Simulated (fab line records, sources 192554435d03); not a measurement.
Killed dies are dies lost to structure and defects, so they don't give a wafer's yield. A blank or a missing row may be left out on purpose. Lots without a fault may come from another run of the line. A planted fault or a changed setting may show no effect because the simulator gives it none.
Split-lot experiment | flow n5_finfet | 7 lots, 21 wafers read, on a route of 1938 steps

THE SPLIT
At N5_BEOL_M6_ETCH_66 (etches SOC in N2/H2, target depth 80 nm, overetch 16 nm, time 120 s), the setting bias_w was moved away from the recipe's 150 W on 3 of the 21 wafers read, by +7.3% to +12.1%. The other wafers ran this setting at the recipe's value.

The reading is taken at the split's own step.

THE READING
rf_vpp_V, in V, at N5_BEOL_M6_ETCH_66 (etches SOC in N2/H2, target depth 80 nm, overetch 16 nm, time 120 s). Fault-free wafers of this fab line usually give 524.9 V, standard deviation 2.9 V.

wafer  | tool, chamber at the split | bias_w as run, W | against the recipe | rf_vpp_V, V | against lot-mates on the recipe
L074.3 | rie_diel-03, 0             | 150              | recipe             | 522.1       | -
L074.4 | rie_diel-03, 2             | 150              | recipe             | 519.4       | -
L074.6 | rie_diel-03, 3             | 150              | recipe             | 524.9       | -
L075.2 | rie_diel-03, 0             | 150              | recipe             | 521.9       | -
L075.3 | rie_diel-03, 1             | 150              | recipe             | 526.3       | -
L075.5 | rie_diel-03, 0             | 150              | recipe             | 522.5       | -
L083.2 | rie_diel-03, 3             | 150              | recipe             | 526.5       | -
L083.3 | rie_diel-03, 1             | 150              | recipe             | 526.9       | -
L083.4 | rie_diel-03, 2             | 150              | recipe             | 518.8       | -
L088.2 | rie_diel-01, 0             | 150              | recipe             | 526.1       | -
L088.3 | rie_diel-01, 1             | 150              | recipe             | 526.3       | -
L088.5 | rie_diel-01, 3             | 150              | recipe             | 522.1       | -
L091.3 | rie_diel-03, 3             | 150              | recipe             | 525.8       | -
L091.4 | rie_diel-03, 1             | 150              | recipe             | 526.5       | -
L091.5 | rie_diel-03, 0             | 168.2            | +12.1%             | 562.2       | +36.1
L096.1 | rie_diel-01, 2             | 150              | recipe             | 529.1       | -
L096.2 | rie_diel-01, 1             | 150              | recipe             | 526.4       | -
L096.3 | rie_diel-01, 3             | 150              | recipe             | 521.3       | -
L097.2 | rie_diel-03, 3             | 150              | recipe             | 526.2       | -
L097.3 | rie_diel-03, 0             | 161              | +7.3%              | 546.0       | +19.8
L097.4 | rie_diel-03, 1             | 161              | +7.3%              | 549.3       | +23.1

THE FIT
A straight line over all 21 wafers: rf_vpp_V changes by +3.14 V for each +1% of bias_w; r = +0.97; the points scatter about the line by 2.8 V.
The same after taking each lot's own level away (the mean of its wafers on the recipe; 21 wafers): +2.95 V for each +1%; r = +0.97; scatter 2.5 V.
On that fit, the largest move of bias_w shifts the reading by 36 V.
The lots' own levels span 522.13 to 526.20 V, that is 1.4 times the standard deviation above.
So the lot-to-lot level changes the slope little: the two slopes agree.
Check: with one of the wafers moved furthest among these (+12.1%) left out of the fit, the line predicts +35.5 V for it against its lot-mates. It came out at +36.1 V against them.
Tool readings at the split's step, against how far the setting was moved: rf_vpp_V r = +0.97.

THE WHOLE CHAIN: every reading that the file lists as answering this split, in the file's order
step               | what it does                                                        | reading                                                                          | change (the file's fit)                | r (the file's)
N5_BEOL_M6_ETCH_66 | etches SOC in N2/H2, target depth 80 nm, overetch 16 nm, time 120 s | rf_vpp_V                                                                         | +2.96 V for each +1% of the setting    | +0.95
N5_BEOL_M6_ETCH_66 | etches SOC in N2/H2, target depth 80 nm, overetch 16 nm, time 120 s | SiARC_of_BEOL_M6_COAT_64.thk_nm (the simulator's own value, which no gauge read) | -0.0653 nm for each +1% of the setting | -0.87

THE FILE'S OWN FIT
rf_vpp_V changes by +2.96 V for each +1% of bias_w, r = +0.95.
